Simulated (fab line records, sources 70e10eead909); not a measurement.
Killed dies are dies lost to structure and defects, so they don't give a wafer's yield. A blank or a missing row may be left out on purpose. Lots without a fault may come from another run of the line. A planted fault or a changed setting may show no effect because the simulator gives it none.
Which tool did it? | flow nand_harc | 11 lots, 33 wafers sampled, at 7 steps of a route of 1159

WHAT THE GAUGES READ, wafer by wafer
NHARC_A_ZERO_WELL_INSPECT_17. Usual: raw_defect_count 10, standard deviation 5.6.
lot  | measured     | on                | raw_defect_count | flag
L373 | day 7 02:09  | defect_inspect-01 | 15 22 10         |
L374 | day 7 05:17  | defect_inspect-02 | 2 15 8           |
L377 | day 7 13:17  | defect_inspect-01 | 5 10 16          |
L376 | day 7 16:57  | defect_inspect-02 | 12 7 14          |
L384 | day 9 23:19  | defect_inspect-01 | 4 803 4          | OFF
L387 | day 10 17:46 | defect_inspect-01 | 16 10 6          |
L388 | day 10 17:56 | defect_inspect-02 | 9 769 7          | OFF
L390 | day 11 03:10 | defect_inspect-01 | 8 3 25           |
L389 | day 11 04:07 | defect_inspect-01 | 22 11 12         |
L393 | day 11 18:34 | defect_inspect-01 | 8 8 14           |
L395 | day 12 09:55 | defect_inspect-01 | 15 14 14         |

NHARC_A_SOURCE_PLATE_INSPECT_08. Usual: raw_defect_count 62, standard deviation 28.
lot  | measured     | on                | raw_defect_count | flag
L373 | day 7 23:57  | defect_inspect-02 | 62 52 92         |
L374 | day 7 23:57  | defect_inspect-01 | 39 42 81         |
L377 | day 8 09:31  | defect_inspect-01 | 66 40 41         |
L376 | day 8 14:47  | defect_inspect-01 | 62 102 41        |
L384 | day 10 18:26 | defect_inspect-01 | 55 847 76        | OFF
L387 | day 11 14:17 | defect_inspect-01 | 39 181 57        |
L388 | day 11 14:18 | defect_inspect-02 | 52 819 49        | OFF
L390 | day 12 00:05 | defect_inspect-01 | 55 37 59         |
L389 | day 12 00:05 | defect_inspect-02 | 68 112 57        |
L393 | day 12 15:55 | defect_inspect-01 | 55 94 30         |
L395 | day 13 08:13 | defect_inspect-02 | 52 42 136        |

NHARC_END_SORT_01. Usual: killed_at_array 28, standard deviation 12; killed_at_other 0.8, standard deviation 1.1; killed_at_periphery 3.6, standard deviation 2.3; killed_dies 32, standard deviation 12; killed_open 3.4, standard deviation 1.9; killed_short 2.0, standard deviation 1.3.
lot  | measured     | on        | killed_at_array | killed_at_other | killed_at_periphery | killed_dies | killed_open | killed_short | flag
L384 | day 22 07:51 | prober-02 | 18 83 22        | 0 5 2           | 6 3 8               | 24 91 32    | 0 2 5       | 1 1 3        |
L388 | day 23 08:17 | prober-02 | 53 88 42        | 2 2 1           | 4 7 4               | 59 97 47    | 3 3 4       | 2 3 3        |

WHICH TOOL RAN EACH LOT (tool, then ch and the chambers of the sampled wafers, then the start)
lot  | NHARC_P_BONDPAD_ETCH_37            | NHARC_A_ZERO_WELL_DESCUM_12        | NHARC_A_ZERO_WELL_ETCH_13        | NHARC_A_ZERO_WELL_STRIP_14
L373 | rie_diel-07 ch 0,3, day 6 20:25    | rie_diel-01 ch 0,1, day 7 00:41    | rie_si-05 ch 1,2,3, day 7 00:54  | wet_bench-07 ch 0,2,5, day 7 01:02
L374 | rie_diel-12 ch 0,1,3, day 6 23:59  | rie_diel-08 ch 0,1,2, day 7 03:59  | rie_si-02 ch 0,1,3, day 7 04:12  | wet_bench-04 ch 0,5,6, day 7 04:21
L377 | rie_diel-12 ch 0,2,3, day 7 07:54  | rie_diel-04 ch 2,3, day 7 11:58    | rie_si-05 ch 2,3, day 7 12:10    | wet_bench-09 ch 2,4,6, day 7 12:19
L376 | rie_diel-12 ch 1,2,3, day 7 11:32  | rie_diel-04 ch 0,1,2, day 7 15:38  | rie_si-02 ch 0,1,2, day 7 15:50  | wet_bench-04 ch 0,1,5, day 7 16:00
L384 | rie_diel-02 ch 0,1,3, day 9 17:46  | rie_diel-08 ch 1,2, day 9 21:59    | rie_si-01 ch 0,2,3, day 9 22:13  | wet_bench-07 ch 1,4,7, day 9 22:22
L387 | rie_diel-12 ch 0,2,3, day 10 12:07 | rie_diel-08 ch 0,2,3, day 10 16:16 | rie_si-01 ch 1,2,3, day 10 16:30 | wet_bench-04 ch 2,3,4, day 10 16:39
L388 | rie_diel-12 ch 0,3, day 10 12:34   | rie_diel-04 ch 1,2, day 10 16:32   | rie_si-02 ch 0,2,3, day 10 16:44 | wet_bench-07 ch 0,6,7, day 10 16:56
L390 | rie_diel-02 ch 0,1,3, day 10 21:57 | rie_diel-08 ch 0,3, day 11 01:52   | rie_si-01 ch 0,2,3, day 11 02:04 | wet_bench-09 ch 2,3,5, day 11 02:14
L389 | rie_diel-12 ch 1,2, day 10 22:46   | rie_diel-04 ch 1,2,3, day 11 02:47 | rie_si-01 ch 0,1,3, day 11 02:59 | wet_bench-04 ch 2,3,5, day 11 03:07
L393 | rie_diel-12 ch 0,1,2, day 11 12:02 | rie_diel-08 ch 1,2,3, day 11 17:14 | rie_si-02 ch 0,2,3, day 11 17:26 | wet_bench-09 ch 1,2,7, day 11 17:38
L395 | rie_diel-02 ch 0,2,3, day 12 04:17 | rie_diel-04 ch 0,1,2, day 12 08:23 | rie_si-02 ch 1,2, day 12 08:35   | wet_bench-04 ch 0,1,7, day 12 08:44
- NHARC_P_BONDPAD_ETCH_37: etches the open film in N2/H2, target depth 60 nm, overetch 18 nm, time 65.91 s.
- NHARC_A_ZERO_WELL_DESCUM_12: chemistry O2, time 3 s.
- NHARC_A_ZERO_WELL_ETCH_13: etches the open film in HBr/Cl2, target depth 120 nm, time 40.1 s.
- NHARC_A_ZERO_WELL_STRIP_14: strips in SPM, time 900 s.

WHAT THE TOOLS THEMSELVES READ (means of the sampled wafers that have a number; where no wafer has one, the mark that the record gives instead)
NHARC_P_BONDPAD_ETCH_37. Usual: drypump_motor_current_A 5.6 A, standard deviation 0.41; mfc_ar_sccm 0.003 sccm, standard deviation 0.0094; oes_product_au 1.001 a.u., standard deviation 0.0068; rf_vpp_V 430.3 V, standard deviation 2.3; showerhead_plenum_p_Torr 2.03 Torr, standard deviation 0.084; throttle_valve_pct 14.170 %, standard deviation 0.0082.
lot  | tool        | drypump_motor_current_A (A) | mfc_ar_sccm (sccm) | oes_product_au (a.u.) | rf_vpp_V (V) | showerhead_plenum_p_Torr (Torr) | throttle_valve_pct (%) | flag
L373 | rie_diel-07 | 6.1                         | 0.015              | 0.994                 | 428.1        | 1.97                            | 14.179                 |
L374 | rie_diel-12 | 5.4                         | 0.000              | 1.001                 | 432.8        | 2.10                            | 14.163                 |
L377 | rie_diel-12 | 5.5                         | 0.000              | 0.995                 | 430.1        | 2.04                            | 14.164                 |
L376 | rie_diel-12 | 5.5                         | 0.000              | 1.000                 | 430.2        | 2.05                            | 14.165                 |
L384 | rie_diel-02 | 5.4                         | 0.001              | 1.004                 | 428.8        | 1.96                            | 14.169                 |
L387 | rie_diel-12 | 5.5                         | 0.000              | 0.997                 | 430.4        | 2.03                            | 14.176                 |
L388 | rie_diel-12 | 5.4                         | 0.000              | 1.009                 | 431.2        | 2.08                            | 14.165                 |
L390 | rie_diel-02 | 5.4                         | 0.001              | 1.006                 | 428.4        | 1.96                            | 14.166                 |
L389 | rie_diel-12 | 5.8                         | 0.000              | 0.997                 | 430.7        | 2.08                            | 14.171                 |
L393 | rie_diel-12 | 5.8                         | 0.000              | 0.996                 | 431.5        | 2.07                            | 14.176                 |
L395 | rie_diel-02 | 5.4                         | 0.005              | 0.997                 | 427.8        | 1.95                            | 14.171                 |

NHARC_A_ZERO_WELL_DESCUM_12. Usual: drypump_motor_current_A 5.8 A, standard deviation 0.33; mfc_ar_sccm 0.011 sccm, standard deviation 0.012; oes_product_au 1.000 a.u., standard deviation 0.0077; rf_vpp_V 57.9 V, standard deviation 0.83; showerhead_plenum_p_Torr 1.94 Torr, standard deviation 0.068; throttle_valve_pct 11.310 %, standard deviation 0.0084.
lot  | tool        | drypump_motor_current_A (A) | mfc_ar_sccm (sccm) | oes_product_au (a.u.) | rf_vpp_V (V) | showerhead_plenum_p_Torr (Torr) | throttle_valve_pct (%) | flag
L373 | rie_diel-01 | 5.9                         | 0.013              | 1.004                 | 57.6         | 2.01                            | 11.311                 |
L374 | rie_diel-08 | 5.8                         | 0.017              | 0.999                 | 58.3         | 1.96                            | 11.304                 |
L377 | rie_diel-04 | 5.7                         | 0.000              | 1.000                 | 57.5         | 1.93                            | 11.310                 |
L376 | rie_diel-04 | 5.9                         | 0.011              | 1.009                 | 58.0         | 1.94                            | 11.304                 |
L384 | rie_diel-08 | 5.9                         | 0.005              | 0.999                 | 58.0         | 1.97                            | 11.309                 |
L387 | rie_diel-08 | 5.7                         | 0.016              | 1.003                 | 57.9         | 1.93                            | 11.300                 |
L388 | rie_diel-04 | 5.7                         | 0.003              | 1.004                 | 58.0         | 1.94                            | 11.313                 |
L390 | rie_diel-08 | 5.7                         | 0.025              | 0.992                 | 57.5         | 1.87                            | 11.306                 |
L389 | rie_diel-04 | 5.6                         | 0.003              | 1.006                 | 57.7         | 1.93                            | 11.310                 |
L393 | rie_diel-08 | 5.8                         | 0.004              | 0.993                 | 58.1         | 1.94                            | 11.311                 |
L395 | rie_diel-04 | 5.9                         | 0.011              | 1.004                 | 57.7         | 1.93                            | 11.318                 |

NHARC_A_ZERO_WELL_ETCH_13. Usual: drypump_motor_current_A 5.7 A, standard deviation 0.43; hbr_flow_sccm 150.0 sccm, standard deviation 0.47; oes_product_au 1.001 a.u., standard deviation 0.0075; throttle_valve_pct 26.407 %, standard deviation 0.0087.
lot  | tool      | drypump_motor_current_A (A) | hbr_flow_sccm (sccm) | oes_product_au (a.u.) | throttle_valve_pct (%) | flag
L373 | rie_si-05 | 5.5                         | 149.5                | 0.996                 | 26.408                 |
L374 | rie_si-02 | 5.8                         | 150.0                | 1.003                 | 26.416                 |
L377 | rie_si-05 | 5.5                         | 149.5                | 0.996                 | 26.408                 |
L376 | rie_si-02 | 5.9                         | 150.3                | 1.000                 | 26.411                 |
L384 | rie_si-01 | 5.9                         | 150.0                | 1.006                 | 26.406                 |
L387 | rie_si-01 | 5.8                         | 149.8                | 1.000                 | 26.398                 |
L388 | rie_si-02 | 5.9                         | 150.6                | 0.994                 | 26.402                 |
L390 | rie_si-01 | 5.9                         | 150.1                | 0.999                 | 26.406                 |
L389 | rie_si-01 | 5.5                         | 149.7                | 1.010                 | 26.408                 |
L393 | rie_si-02 | 5.9                         | 150.4                | 0.999                 | 26.415                 |
L395 | rie_si-02 | 6.0                         | 149.8                | 1.002                 | 26.403                 |

THE ANSWER, worked out from the rows above alone
Rule: a lot is off if the mean of its wafers that have a number lies more than 3 standard deviations from the usual mean. A lot without any number at a reading at which 4 lots or more have one is off too. The other lots that the step has rows for count as sound. The gauges are gone through in route order, then the tools' own readings, and for those a lot's mean is taken as printed above. The first step at which some lot is off is used, and at that step the reading that is off furthest; a lot without a number counts as furthest.
Off: L384, L388, at NHARC_A_ZERO_WELL_INSPECT_17 (raw_defect_count).
A tool fits if, at a process step before that reading, it ran every lot that is off, and no sound lot after the first of them. The gauges at NHARC_A_ZERO_WELL_INSPECT_17 are tried like those tools. One fits: wet_bench-07 at NHARC_A_ZERO_WELL_STRIP_14. Its last sound lot is L373 (day 7 01:02), its first lot that is off L384 (day 9 22:22): a fault that began between those two fits.

WHAT THE SIMULATOR HAD PUT IN
Chamber particle source: wet_bench-07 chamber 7, from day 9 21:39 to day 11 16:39, at NHARC_A_ZERO_WELL_STRIP_14. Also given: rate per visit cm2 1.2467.
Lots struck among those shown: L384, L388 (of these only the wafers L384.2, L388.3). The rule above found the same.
